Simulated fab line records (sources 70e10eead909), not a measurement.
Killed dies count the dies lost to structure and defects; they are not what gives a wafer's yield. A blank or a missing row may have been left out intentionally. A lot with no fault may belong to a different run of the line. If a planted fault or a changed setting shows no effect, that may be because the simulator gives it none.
Chamber matching / flow nand-harc / NHARC_A_M0_CMP_23 on cmp-02: 4 sister chambers
The step polishes, t overpolish 20 s, target thk 113.75 nm. 16 wafers are shown with their chamber, then 8 later ones without.

WAFERS, EACH WITH ITS CHAMBER
wafer=L075.1; chamber=1; motor-current-A (A)=11.7; time-to-endpoint-s (s)=28.4
wafer=L075.2; chamber=3; motor-current-A (A)=13.9; time-to-endpoint-s (s)=29.9
wafer=L075.5; chamber=1; motor-current-A (A)=12.1; time-to-endpoint-s (s)=31.6
wafer=L077.1; chamber=2; motor-current-A (A)=9.8; time-to-endpoint-s (s)=29.2
wafer=L077.2; chamber=0; motor-current-A (A)=13.0; time-to-endpoint-s (s)=28.5
wafer=L077.6; chamber=0; motor-current-A (A)=12.8; time-to-endpoint-s (s)=28.4
wafer=L078.1; chamber=1; motor-current-A (A)=12.1; time-to-endpoint-s (s)=30.3
wafer=L078.2; chamber=2; motor-current-A (A)=10.1; time-to-endpoint-s (s)=29.4
wafer=L078.3; chamber=0; motor-current-A (A)=12.8; time-to-endpoint-s (s)=30.3
wafer=L079.2; chamber=3; motor-current-A (A)=14.4; time-to-endpoint-s (s)=28.5
wafer=L079.4; chamber=0; motor-current-A (A)=12.7; time-to-endpoint-s (s)=30.3
wafer=L079.6; chamber=3; motor-current-A (A)=13.6; time-to-endpoint-s (s)=31.0
wafer=L083.1; chamber=1; motor-current-A (A)=12.8; time-to-endpoint-s (s)=28.7
wafer=L083.3; chamber=2; motor-current-A (A)=10.6; time-to-endpoint-s (s)=27.9
wafer=L083.5; chamber=3; motor-current-A (A)=14.5; time-to-endpoint-s (s)=29.3
wafer=L084.3; chamber=0; motor-current-A (A)=13.0; time-to-endpoint-s (s)=28.2

SIGNATURES (means of the wafers above)
reading=motor-current-A; chamber 0=12.860; chamber 1=12.175; chamber 2=10.167; chamber 3=14.100; scatter within a chamber=0.361
reading=time-to-endpoint-s; chamber 0=29.140; chamber 1=29.750; chamber 2=28.833; chamber 3=29.675; scatter within a chamber=1.15
Rule: for each reading, subtract the chamber's mean from the wafer's reading, divide by that reading's scatter and square the result; add these up over the readings and take the root, which gives the wafer's distance from the chamber. The wafer belongs to the nearest chamber; if the next one is less than 2 further off, it can't be placed. The scatter: the root of (the sum of the squares of (reading less its chamber's mean) over the shown wafers, divided by (wafers less chambers)).

WAFERS WITHOUT THEIR CHAMBER
wafer=L084.5; motor-current-A (A)=13.9; time-to-endpoint-s (s)=29.3
wafer=L084.6; motor-current-A (A)=13.1; time-to-endpoint-s (s)=29.6
wafer=L087.1; motor-current-A (A)=12.1; time-to-endpoint-s (s)=34.6
wafer=L087.2; motor-current-A (A)=13.2; time-to-endpoint-s (s)=32.6
wafer=L087.4; motor-current-A (A)=14.0; time-to-endpoint-s (s)=29.9
wafer=L090.1; motor-current-A (A)=12.4; time-to-endpoint-s (s)=31.4
wafer=L090.3; motor-current-A (A)=14.0; time-to-endpoint-s (s)=29.3
wafer=L090.4; motor-current-A (A)=12.5; time-to-endpoint-s (s)=29.8

WHICH CHAMBER EACH WENT THROUGH
wafer=L084.5; from the rows above=3; in truth=3
wafer=L084.6; from the rows above=can't be placed: 0 or 1 or 3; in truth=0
wafer=L087.1; from the rows above=can't be placed: 1 or 0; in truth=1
wafer=L087.2; from the rows above=can't be placed: 0 or 3 or 1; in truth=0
wafer=L087.4; from the rows above=3; in truth=3
wafer=L090.1; from the rows above=can't be placed: 1 or 0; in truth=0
wafer=L090.3; from the rows above=3; in truth=3
wafer=L090.4; from the rows above=can't be placed: 1 or 0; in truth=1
Correct placement for 3 of the 8. These rows do not allow placing 5 (true chamber among the candidates in 5). Wrongly placed: 0.
